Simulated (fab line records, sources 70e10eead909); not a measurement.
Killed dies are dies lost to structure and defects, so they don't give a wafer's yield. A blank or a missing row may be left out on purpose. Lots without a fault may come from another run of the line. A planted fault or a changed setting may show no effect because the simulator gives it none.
Chamber matching | flow nand_harc | NHARC_P_GATE_STRIP_108 on rie_diel-07: 4 sister chambers
The step strips in O2. 14 wafers are shown with their chamber, then 7 later ones without.

WAFERS WITH THEIR CHAMBER
wafer  | chamber | oes_product_au (a.u.) | rf_vpp_V (V) | throttle_valve_pct (%)
L627.2 | 2       | 1.013                 | 58.3         | 17.047
L627.4 | 0       | 1.003                 | 57.9         | 17.054
L627.6 | 0       | 1.002                 | 59.2         | 17.039
L634.2 | 2       | 0.997                 | 57.5         | 17.037
L634.3 | 1       | 0.999                 | 57.9         | 17.022
L634.6 | 3       | 0.990                 | 57.6         | 17.034
L636.1 | 1       | 0.999                 | 59.0         | 17.028
L636.4 | 3       | 1.000                 | 57.3         | 17.042
L636.6 | 1       | 1.003                 | 59.0         | 17.048
L635.2 | 1       | 1.004                 | 57.8         | 17.042
L635.4 | 3       | 0.994                 | 59.0         | 17.031
L635.5 | 1       | 0.998                 | 57.8         | 17.042
L637.1 | 0       | 0.997                 | 59.1         | 17.030
L637.3 | 1       | 0.994                 | 56.7         | 17.042

SIGNATURES (means of the wafers above)
reading            | chamber 0 | chamber 1 | chamber 2 | chamber 3 | scatter within a chamber
oes_product_au     | 1.00067   | 0.99950   | 1.00500   | 0.99467   | 0.00515
rf_vpp_V           | 58.733    | 58.033    | 57.900    | 57.967    | 0.824
throttle_valve_pct | 17.04100  | 17.03733  | 17.04200  | 17.03567  | 0.00954
Rule: a wafer's distance from a chamber is the root of the sum, over the readings, of the square of ((its reading less the chamber's mean) divided by the reading's scatter). The wafer belongs to the nearest chamber; if the next one is less than 2 further off, it can't be placed. The scatter: the root of (the sum of the squares of (reading less its chamber's mean) over the shown wafers, divided by (wafers less chambers)).

WAFERS WITHOUT THEIR CHAMBER
wafer  | oes_product_au (a.u.) | rf_vpp_V (V) | throttle_valve_pct (%)
L637.6 | 1.004                 | 57.5         | 17.042
L641.1 | 1.017                 | 58.2         | 17.038
L641.4 | 1.001                 | 57.9         | 17.053
L641.5 | 1.001                 | 58.5         | 17.029
L649.3 | 1.009                 | 59.0         | 17.043
L649.4 | 1.016                 | 57.6         | 17.024
L649.6 | 1.002                 | 58.5         | 17.034

WHICH CHAMBER EACH WENT THROUGH
wafer  | from the rows above               | in truth
L637.6 | can't be placed: 2 or 1 or 0 or 3 | 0
L641.1 | can't be placed: 2 or 0 or 1 or 3 | 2
L641.4 | can't be placed: 2 or 0 or 1 or 3 | 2
L641.5 | can't be placed: 1 or 0 or 3 or 2 | 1
L649.3 | can't be placed: 2 or 0 or 1 or 3 | 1
L649.4 | can't be placed: 2 or 1 or 0 or 3 | 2
L649.6 | can't be placed: 1 or 0 or 2 or 3 | 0
Placed correctly: 0 of 7. Can't be placed from these rows: 7 (the true chamber is among the candidates in 7). Placed wrongly: 0.
